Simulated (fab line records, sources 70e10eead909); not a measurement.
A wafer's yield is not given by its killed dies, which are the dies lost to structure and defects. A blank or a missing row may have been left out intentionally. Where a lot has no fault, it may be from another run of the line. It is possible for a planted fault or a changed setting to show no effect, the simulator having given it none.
Matching of chambers + flow nandHarc + rieDiel-09 running NHARC_A_STAIRCASE_TRIM_196: 4 sister chambers
The step chemistry O2, time 211.2 s. 8 wafers are shown with their chamber, then 8 later ones without.

## WAFERS, EACH WITH ITS CHAMBER
| wafer  | chamber | showerheadPlenumPTorr (Torr) | drypumpMotorCurrentA (A) |
|--------|---------|------------------------------|--------------------------|
| L079.5 | 0       | 3.76                         | 6.0                      |
| L079.6 | 1       | 3.41                         | 5.9                      |
| L080.1 | 2       | 3.64                         | 6.2                      |
| L080.6 | 0       | 3.76                         | 6.1                      |
| L090.2 | 1       | 3.39                         | 5.9                      |
| L090.3 | 3       | 3.42                         | 5.3                      |
| L090.4 | 2       | 3.62                         | 6.2                      |
| L091.3 | 3       | 3.42                         | 5.4                      |

## WAFERS WITHOUT THEIR CHAMBER
| wafer  | showerheadPlenumPTorr (Torr) | drypumpMotorCurrentA (A) |
|--------|------------------------------|--------------------------|
| L091.5 | 3.74                         | 6.0                      |
| L091.6 | 3.39                         | 5.9                      |
| L092.3 | 3.42                         | 5.4                      |
| L092.5 | 3.62                         | 6.2                      |
| L092.6 | 3.39                         | 5.9                      |
| L096.1 | 3.61                         | 6.2                      |
| L096.2 | 3.73                         | 6.0                      |
| L096.3 | 3.41                         | 5.4                      |

## WHICH CHAMBER EACH WENT THROUGH
| wafer  | from the rows above | in truth |
|--------|---------------------|----------|
| L091.5 | 0                   | 0        |
| L091.6 | 1                   | 1        |
| L092.3 | 3                   | 3        |
| L092.5 | 2                   | 2        |
| L092.6 | 1                   | 1        |
| L096.1 | 2                   | 2        |
| L096.2 | 0                   | 0        |
| L096.3 | 3                   | 3        |
Placed correctly: 8 of 8. Left unplaced by these rows: 0. Placed wrongly: 0.
How it was worked out, from the rows above alone: a wafer's distance from a chamber is the root of the sum, over the readings, of the square of ((its reading less the chamber's mean) divided by the reading's scatter). The wafer belongs to the nearest chamber; if the next one is less than 2 further off, it can't be placed. The mean given for a chamber averages the wafers shown for that chamber. The scatter: the root of (the sum of the squares of (reading less its chamber's mean) over the shown wafers, divided by (wafers less chambers)).
